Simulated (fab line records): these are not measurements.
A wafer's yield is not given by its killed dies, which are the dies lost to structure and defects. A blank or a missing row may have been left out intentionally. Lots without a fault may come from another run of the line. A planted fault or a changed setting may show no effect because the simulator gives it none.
Split-lot study ; flow n5_finfet ; on a route of 1938 steps: 7 lots, 21 wafers read

## THE SPLIT
At N5_BEOL_M4_COAT_05 (resist thk 30 nm), the setting spin_rpm was moved away from the recipe's 1500 rpm on 5 of the 21 wafers read, by -10.1% to +8.3%. The other wafers ran this setting at the recipe's value.

## FROM THE SPLIT TO THE READING: what the file shows between them, 2 steps
- N5_BEOL_M4_EBR_07
- N5_BEOL_M4_SOFTBAKE_06: time 60 s

## THE READING
CAR-EUV_of_BEOL_M4_COAT_05.thk_nm (the simulator's own value, which no gauge read), in nm, at N5_BEOL_M4_DESCUM_16 (chemistry O2, time 7 s). The file does not state a usual value for it. Here, 16 wafers ran the recipe; their average is 26.1 nm with a standard deviation of 0.097 nm.

wafer;tool, chamber at the split;spin_rpm as run, rpm;against the recipe;CAR-EUV_of_BEOL_M4_COAT_05.thk_nm, nm;against lot-mates on the recipe
L074.1;litho_track-02, 0;1500;recipe;26.2;-
L074.3;litho_track-02, 0;1500;recipe;26;-
L074.6;litho_track-02, 0;1500;recipe;26;-
L078.3;litho_track-02, 0;1625;+8.3%;25;-1.0
L078.4;litho_track-02, 0;1500;recipe;26;-
L078.6;litho_track-02, 0;1500;recipe;26;-
L081.1;litho_track-01, 0;1500;recipe;26.2;-
L081.6;litho_track-01, 0;1500;recipe;26.2;-
L081.4;litho_track-01, 0;1500;recipe;26;-
L084.2;litho_track-05, 0;1545;+3.0%;25.8;-0.2
L084.3;litho_track-05, 0;1500;recipe;26;-
L084.5;litho_track-05, 0;1545;+3.0%;25.6;-0.4
L087.4;litho_track-05, 0;1500;recipe;26;-
L087.5;litho_track-05, 0;1500;recipe;26;-
L087.6;litho_track-05, 0;1500;recipe;26;-
L093.1;litho_track-01, 0;1348;-10.1%;27.8;+1.6
L093.2;litho_track-01, 0;1500;recipe;26.2;-
L093.6;litho_track-01, 0;1500;recipe;26.2;-
L092.3;litho_track-05, 0;1500;recipe;26.2;-
L092.5;litho_track-05, 0;1394;-7.1%;27.2;+1.1
L092.6;litho_track-05, 0;1500;recipe;26;-

FIT RESULTS
A straight line over all 21 wafers: CAR-EUV_of_BEOL_M4_COAT_05.thk_nm changes by -0.152 nm for each +1% of spin_rpm; r = -0.98; the points scatter about the line by 0.11 nm.
The same after taking each lot's own level away (the mean of its wafers on the recipe; 21 wafers): -0.142 nm for each +1%; r = -0.98; scatter 0.095 nm.
On that fit, the largest move of spin_rpm shifts the reading by 1.4 nm.
From 26.00 to 26.20 nm: that is the span of the lots' own levels, equal to 2.1 times the standard deviation above.
Consequently the slope shifts little with the lot-to-lot level, the two slopes agreeing.
Check: with one of the wafers moved furthest among these (-10.1%) left out of the fit, the line predicts +1.36 nm for it against its lot-mates. Against them it came out at +1.6 nm.

## THESE WAFERS: OTHER SPLITS
Before the reading, these wafers also passed through other splits. Each is held against what the fit with the lots' levels taken away leaves over:
other split on the same wafers;wafers away from the commonest value;r with CAR-EUV_of_BEOL_M4_COAT_05.thk_nm (lot level and that fit taken away)
N5_BEOL_M2_DESCUM_33 time_s;7;+0.13
N5_BEOL_M2_ETCHBACK_99 time_s;9;-0.17
N5_BEOL_M2_ETCH_70 time_s;8;-0.10
N5_BEOL_M3_COAT_76 spin_rpm;5;+0.18
N5_BEOL_M3_COAT_22 spin_rpm;8;-0.13
N5_BEOL_M4_ILD_DEP_00 time_s;7;-0.07

## THE WHOLE CHAIN: every reading that the file lists as answering this split, in the file's order
step;what it does;reading;change (the file's fit);r (the file's)
N5_BEOL_M4_COAT_05;resist thk 30 nm;CAR-EUV_of_BEOL_M4_COAT_05.thk_nm (the simulator's own value, which no gauge read);-0.149 nm for each +1% of the setting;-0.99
N5_BEOL_M4_DESCUM_16;chemistry O2, time 7 s;CAR-EUV_of_BEOL_M4_COAT_05.thk_nm (the simulator's own value, which no gauge read);-0.144 nm for each +1% of the setting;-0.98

## FILE'S OWN FIT
CAR-EUV_of_BEOL_M4_COAT_05.thk_nm changes by -0.144 nm for each +1% of spin_rpm, r = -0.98.
